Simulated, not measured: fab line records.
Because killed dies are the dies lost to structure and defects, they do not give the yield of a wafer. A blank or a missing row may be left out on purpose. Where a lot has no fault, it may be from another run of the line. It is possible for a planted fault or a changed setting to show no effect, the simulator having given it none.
A lot that was struck, set against a sound lot | flow nandHarc | 13 steps out of a route of 1159
Sound: wafers L206.1, L206.2, L206.4. Struck: wafer L188.1 (L188.2, L188.4, from the same lot, were not struck and are left out); the cause is given at the end.
Each step with rows lists, per side, the tool, then ch with its chambers, then its first start. Under that, the readings that differ: sound wafers | struck wafers | difference of the means | sigmas: that difference in standard deviations of wafers without a fault.
alike: words and numbers the same on both sides, and readings whose means are apart by under 2 such deviations; not compared: readings that were withheld, readings missing a value for some wafer, numbers with overlapping values and no deviation given by the record, and bounds like >300 which may hide the same value.
The two part at a step that has a row with sigmas, a row that says differs or no value, or rows on one side only. Numbers that don't overlap but have no deviation are shown without sigmas and don't part them. A reading missing from all wafers of one side parts the sides only when that side holds two or more wafers.

NHARC_A_WL_FILL_RTA_01: time 5 s.
  sound on rtpAnneal-01 ch 0, day 19 13:39; struck on rtpAnneal-01 ch 0, day 15 21:16
  alike: lampPowerPct, lamp_zone_5_pct, lamp_zone_7_pct, wafer_temp_C_max
then, 1 step without rows for these wafers: NHARC_A_WL_FILL_ALD_02 (deposits TiN, target thk 2 nm, pulse time 3 s, ald cycles 100).
NHARC_A_WL_FILL_CVD_03: deposits W, target thk 40 nm, time 3302 s.
  sound on cvdW-01 ch 0,1, day 19 14:28; struck on cvdW-02 ch 1, day 15 22:14
reading          | sound       | struck | difference | sigmas
heaterPowerW (W) | 444 458 441 | 543    | +95        | +2
  alike: susceptorTempC, throttleValvePct
NHARC_A_WL_FILL_ETCHBACK_04: etches the open film in NF3, target depth 60 nm, time 120 s.
  sound on rieMetal-01 ch 0,1, day 19 17:47; struck on rieMetal-02 ch 1, day 16 01:34
  alike: drypumpMotorCurrentA, oesProductAu
  not compared: rfHoursCounterH
NHARC_A_WL_FILL_ETCHBACK_05: etches the open film in Cl2/BCl3, target depth 22 nm, time 60 s.
  sound on rieMetal-01 ch 0,1, day 19 18:06; struck on rieMetal-02 ch 0, day 16 01:49
reading             | sound             | struck | difference | sigmas
oesProductAu (a.u.) | 0.993 0.990 0.992 | 1.009  | +0.017     | +2
  alike: drypumpMotorCurrentA
  not compared: rfHoursCounterH
NHARC_A_WL_FILL_STRIP_27: strips in N2/H2, time 20 s.
  sound on plasmaAsher-02 ch 0,1, day 19 18:16; struck on plasmaAsher-01 ch 0, day 16 02:11
reading                  | sound       | struck | difference | sigmas
drypumpMotorCurrentA (A) | 5.7 5.2 5.2 | 6.5    | +1.1       | +3
heaterPowerW (W)         | 343 305 310 | 398    | +79        | +2
  not compared: rfHoursCounterH
then, 4 steps without rows for these wafers: NHARC_A_WL_FILL_STRIP_28 (strips in post etch residue remover, time 1200 s); NHARC_A_WL_FILL_PRECLEAN_06 (cleans in DIW, time 300 s); NHARC_A_WL_FILL_SRD_07; NHARC_A_WL_FILL_ANNEAL_08 (time 1800 s).
NHARC_A_WL_FILL_ALD_10: deposits SiO2, target thk 50 nm, pulse time 10 s, ald cycles 500.
  sound on aldHk-03 ch 0,1,3, day 20 02:23; struck on aldHk-02 ch 2, day 16 09:49
reading   | sound       | struck | difference | sigmas
aldCycles | 500 500 500 | 472    | -28        | 
  alike: heaterPowerW, precursorPulseHeightRel, susceptorTempC
then, 1 step without rows for these wafers: NHARC_A_WL_FILL_ETCHBACK_16 (etches the open film in C4F8/O2/Ar, target depth 88 nm, time 17.6 s).
-- break in the record here, with 4 days between the starts of the struck wafers on either side (left off in module A_WL_FILL, picked up again in module END, where the first step shown is number 1159 on the route) --
NHARC_END_SORT_01:
  here the record holds rows for the struck wafers (prober-01 ch 0, day 20 09:35) but none for the sound ones

WHERE THEY PART
Last at NHARC_END_SORT_01 as far as this record goes, first at NHARC_A_WL_FILL_CVD_03.

WHY: the cause the simulator had injected
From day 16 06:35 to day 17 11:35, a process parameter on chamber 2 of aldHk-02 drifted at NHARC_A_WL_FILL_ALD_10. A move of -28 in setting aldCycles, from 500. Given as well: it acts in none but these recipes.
